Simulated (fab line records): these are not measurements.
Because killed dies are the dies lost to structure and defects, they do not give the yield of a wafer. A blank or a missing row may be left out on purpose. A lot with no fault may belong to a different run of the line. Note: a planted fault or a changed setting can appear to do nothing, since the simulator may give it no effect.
Split-lot experiment :: flow n5_finfet :: 7 lots, 39 wafers read, on a route of 1938 steps

## SPLIT DETAILS
At N5_BEOL_M5_TRENCH_ETCH_37 (etches SiCOH lowk in C4F6/O2, target depth 71.652 nm, time 24.7 s), the setting time_s was moved away from the recipe's 24.7 s on 18 of the 39 wafers read, by -31.7% to +58.3%. This setting was run at the recipe's value on the other wafers.

## FROM THE SPLIT TO THE READING: what the file shows between them, 8 steps
- N5_BEOL_M5_ETCH_41: etches SiCN in CH3F/O2, target depth 31.5 nm, time 56.7 s
- N5_BEOL_M5_STRIP_91: strips in N2/H2, time 10 s
- N5_BEOL_M5_OCD_MEAS_38
- N5_BEOL_M5_HM_STRIP_39: strips TiN in peroxide tin strip, target depth 25 nm, time 158 s
- N5_BEOL_M5_SRD_40: time 30 s
- N5_BEOL_M5_ECD_50: material Cu, target thk 300 nm
- N5_BEOL_M5_ANNEAL_51: time 90 s
- N5_BEOL_M5_CMP_52: polishes, stops on SiCOH lowk, t overpolish 6.9 s, target thk 62 nm

## THE READING
M5_THK, in nm, at N5_BEOL_M5_THK_MEAS_53 (measures by xrf). Fault-free wafers of this fab line usually give 62.6 nm, standard deviation 1.3 nm.

wafer: L076.1
tool, chamber at the split: rie_diel-05, 3
time_s as run, s: 37.56
against the recipe: +52.1%
M5_THK, nm: 99.4
against lot-mates on the recipe: +37.2

wafer: L076.2
tool, chamber at the split: rie_diel-05, 2
time_s as run, s: 37.56
against the recipe: +52.1%
M5_THK, nm: 97.9
against lot-mates on the recipe: +35.7

wafer: L076.3
tool, chamber at the split: rie_diel-05, 1
time_s as run, s: 24.7
against the recipe: recipe
M5_THK, nm: 64.4
against lot-mates on the recipe: -

wafer: L076.4
tool, chamber at the split: rie_diel-05, 0
time_s as run, s: 37.56
against the recipe: +52.1%
M5_THK, nm: 99.4
against lot-mates on the recipe: +37.2

wafer: L076.5
tool, chamber at the split: rie_diel-05, 3
time_s as run, s: 24.7
against the recipe: recipe
M5_THK, nm: 60.8
against lot-mates on the recipe: -

wafer: L076.6
tool, chamber at the split: rie_diel-05, 0
time_s as run, s: 24.7
against the recipe: recipe
M5_THK, nm: 61.4
against lot-mates on the recipe: -

wafer: L075.2
tool, chamber at the split: rie_diel-02, 3
time_s as run, s: 24.7
against the recipe: recipe
M5_THK, nm: 63.0
against lot-mates on the recipe: -

wafer: L075.3
tool, chamber at the split: rie_diel-02, 1
time_s as run, s: 24.7
against the recipe: recipe
M5_THK, nm: 64.2
against lot-mates on the recipe: -

wafer: L075.4
tool, chamber at the split: rie_diel-02, 3
time_s as run, s: 24.7
against the recipe: recipe
M5_THK, nm: 62.9
against lot-mates on the recipe: -

wafer: L082.1
tool, chamber at the split: rie_diel-04, 3
time_s as run, s: 35.81
against the recipe: +45.0%
M5_THK, nm: 96.9
against lot-mates on the recipe: +34.6

wafer: L082.2
tool, chamber at the split: rie_diel-04, 1
time_s as run, s: 24.7
against the recipe: recipe
M5_THK, nm: 62.9
against lot-mates on the recipe: -

wafer: L082.3
tool, chamber at the split: rie_diel-04, 0
time_s as run, s: 35.81
against the recipe: +45.0%
M5_THK, nm: 94.9
against lot-mates on the recipe: +32.6

wafer: L082.4
tool, chamber at the split: rie_diel-04, 2
time_s as run, s: 35.81
against the recipe: +45.0%
M5_THK, nm: 95.6
against lot-mates on the recipe: +33.3

wafer: L082.5
tool, chamber at the split: rie_diel-04, 1
time_s as run, s: 24.7
against the recipe: recipe
M5_THK, nm: 61.1
against lot-mates on the recipe: -

wafer: L082.6
tool, chamber at the split: rie_diel-04, 2
time_s as run, s: 24.7
against the recipe: recipe
M5_THK, nm: 62.8
against lot-mates on the recipe: -

wafer: L086.1
tool, chamber at the split: rie_diel-04, 1
time_s as run, s: 39.1
against the recipe: +58.3%
M5_THK, nm: 105.4
against lot-mates on the recipe: +42.2

wafer: L086.2
tool, chamber at the split: rie_diel-04, 2
time_s as run, s: 39.1
against the recipe: +58.3%
M5_THK, nm: 106.0
against lot-mates on the recipe: +42.8

wafer: L086.3
tool, chamber at the split: rie_diel-04, 3
time_s as run, s: 24.7
against the recipe: recipe
M5_THK, nm: 64.1
against lot-mates on the recipe: -

wafer: L086.4
tool, chamber at the split: rie_diel-04, 0
time_s as run, s: 24.7
against the recipe: recipe
M5_THK, nm: 62.2
against lot-mates on the recipe: -

wafer: L086.5
tool, chamber at the split: rie_diel-04, 2
time_s as run, s: 24.7
against the recipe: recipe
M5_THK, nm: 63.4
against lot-mates on the recipe: -

wafer: L086.6
tool, chamber at the split: rie_diel-04, 1
time_s as run, s: 39.1
against the recipe: +58.3%
M5_THK, nm: 107.6
against lot-mates on the recipe: +44.4

wafer: L092.1
tool, chamber at the split: rie_diel-04, 0
time_s as run, s: 24.7
against the recipe: recipe
M5_THK, nm: 64.3
against lot-mates on the recipe: -

wafer: L092.2
tool, chamber at the split: rie_diel-04, 1
time_s as run, s: 24.7
against the recipe: recipe
M5_THK, nm: 64.0
against lot-mates on the recipe: -

wafer: L092.3
tool, chamber at the split: rie_diel-04, 2
time_s as run, s: 16.87
against the recipe: -31.7%
M5_THK, nm: 40.2
against lot-mates on the recipe: -23.6

wafer: L092.4
tool, chamber at the split: rie_diel-04, 3
time_s as run, s: 16.87
against the recipe: -31.7%
M5_THK, nm: 40.8
against lot-mates on the recipe: -23.0

wafer: L092.5
tool, chamber at the split: rie_diel-04, 2
time_s as run, s: 16.87
against the recipe: -31.7%
M5_THK, nm: 39.6
against lot-mates on the recipe: -24.2

wafer: L092.6
tool, chamber at the split: rie_diel-04, 1
time_s as run, s: 24.7
against the recipe: recipe
M5_THK, nm: 63.1
against lot-mates on the recipe: -

wafer: L093.1
tool, chamber at the split: rie_diel-05, 0
time_s as run, s: 24.7
against the recipe: recipe
M5_THK, nm: 62.1
against lot-mates on the recipe: -

wafer: L093.2
tool, chamber at the split: rie_diel-05, 1
time_s as run, s: 24.7
against the recipe: recipe
M5_THK, nm: 61.4
against lot-mates on the recipe: -

wafer: L093.3
tool, chamber at the split: rie_diel-05, 2
time_s as run, s: 19.39
against the recipe: -21.5%
M5_THK, nm: 46.7
against lot-mates on the recipe: -15.2

wafer: L093.4
tool, chamber at the split: rie_diel-05, 1
time_s as run, s: 24.7
against the recipe: recipe
M5_THK, nm: 62.1
against lot-mates on the recipe: -

wafer: L093.5
tool, chamber at the split: rie_diel-05, 2
time_s as run, s: 19.39
against the recipe: -21.5%
M5_THK, nm: 48.4
against lot-mates on the recipe: -13.5

wafer: L093.6
tool, chamber at the split: rie_diel-05, 0
time_s as run, s: 19.39
against the recipe: -21.5%
M5_THK, nm: 45.7
against lot-mates on the recipe: -16.2

wafer: L097.1
tool, chamber at the split: rie_diel-05, 1
time_s as run, s: 32.95
against the recipe: +33.4%
M5_THK, nm: 89.1
against lot-mates on the recipe: +26.8

wafer: L097.2
tool, chamber at the split: rie_diel-05, 3
time_s as run, s: 24.7
against the recipe: recipe
M5_THK, nm: 62.0
against lot-mates on the recipe: -

wafer: L097.3
tool, chamber at the split: rie_diel-05, 2
time_s as run, s: 24.7
against the recipe: recipe
M5_THK, nm: 63.6
against lot-mates on the recipe: -

wafer: L097.4
tool, chamber at the split: rie_diel-05, 2
time_s as run, s: 32.95
against the recipe: +33.4%
M5_THK, nm: 88.8
against lot-mates on the recipe: +26.5

wafer: L097.5
tool, chamber at the split: rie_diel-05, 3
time_s as run, s: 24.7
against the recipe: recipe
M5_THK, nm: 61.4
against lot-mates on the recipe: -

wafer: L097.6
tool, chamber at the split: rie_diel-05, 1
time_s as run, s: 32.95
against the recipe: +33.4%
M5_THK, nm: 87.3
against lot-mates on the recipe: +25.0

FIT RESULTS
A straight line over all 39 wafers: M5_THK changes by +0.729 nm for each +1% of time_s; r = +1.00; the points scatter about the line by 1.2 nm.
The same after taking each lot's own level away (the mean of its wafers on the recipe; 39 wafers): +0.733 nm for each +1%; r = +1.00; scatter 1.1 nm.
On that fit, the largest move of time_s shifts the reading by 43 nm.
Measured against the standard deviation above, the lots' own levels, which go from 61.87 to 63.80 nm, span 1.5 times it.
Consequently the slope shifts little with the lot-to-lot level, the two slopes agreeing.
Check: +42.9 nm against its lot-mates is what the line predicts for one of the wafers moved furthest among these (+58.3%) when that wafer is left out of the fit. It came out at +42.2 nm against them.

## FURTHER SPLITS ON THESE WAFERS
Note: prior to the reading, these wafers also went through further splits. Each is held against what the fit with the lots' levels taken away leaves over:
other split on the same wafers: N5_BEOL_M4_DESCUM_33 time_s
wafers away from the commonest value: 18
r with M5_THK (lot level and that fit taken away): +0.34

## THE WHOLE CHAIN: every reading that the file lists as answering this split, in the file's order
step: N5_BEOL_M5_TRENCH_ETCH_37
what it does: etches SiCOH lowk in C4F6/O2, target depth 71.652 nm, time 24.7 s
reading: etch.depth_nm (the simulator's own value, which no gauge read)
change (the file's fit): +0.708 nm for each +1% of the setting
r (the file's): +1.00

step: N5_BEOL_M5_TRENCH_ETCH_37
what it does: etches SiCOH lowk in C4F6/O2, target depth 71.652 nm, time 24.7 s
reading: BEOL_M5.feature_depth_nm (the simulator's own value, which no gauge read)
change (the file's fit): +0.708 nm for each +1% of the setting
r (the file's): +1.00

step: N5_BEOL_M5_TRENCH_ETCH_37
what it does: etches SiCOH lowk in C4F6/O2, target depth 71.652 nm, time 24.7 s
reading: TiN_of_BEOL_M5_HM_DEP_02.thk_nm (the simulator's own value, which no gauge read)
change (the file's fit): -0.0203 nm for each +1% of the setting
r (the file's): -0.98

step: N5_BEOL_M5_OCD_MEAS_38
what it does: 
reading: trench_depth_nm
change (the file's fit): +0.711 nm for each +1% of the setting
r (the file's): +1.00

step: N5_BEOL_M5_CMP_52
what it does: polishes, stops on SiCOH lowk, t overpolish 6.9 s, target thk 62 nm
reading: Cu_of_BEOL_M5_ECD_50.thk_nm (the simulator's own value, which no gauge read)
change (the file's fit): +0.72 nm for each +1% of the setting
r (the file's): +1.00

step: N5_BEOL_M5_THK_MEAS_53
what it does: measures by xrf
reading: M5_THK
change (the file's fit): +0.734 for each +1% of the setting
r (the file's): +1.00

step: N5_BEOL_M5_RS_MEAS_57
what it does: measures by four-point-probe
reading: M5_RS
change (the file's fit): not straight: 0.678 at the lowest setting, 0.387 at the recipe, 0.210 at the highest
r (the file's): not given

## THE FILE'S OWN FIT
M5_THK changes by +0.734 nm for each +1% of time_s, r = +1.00.
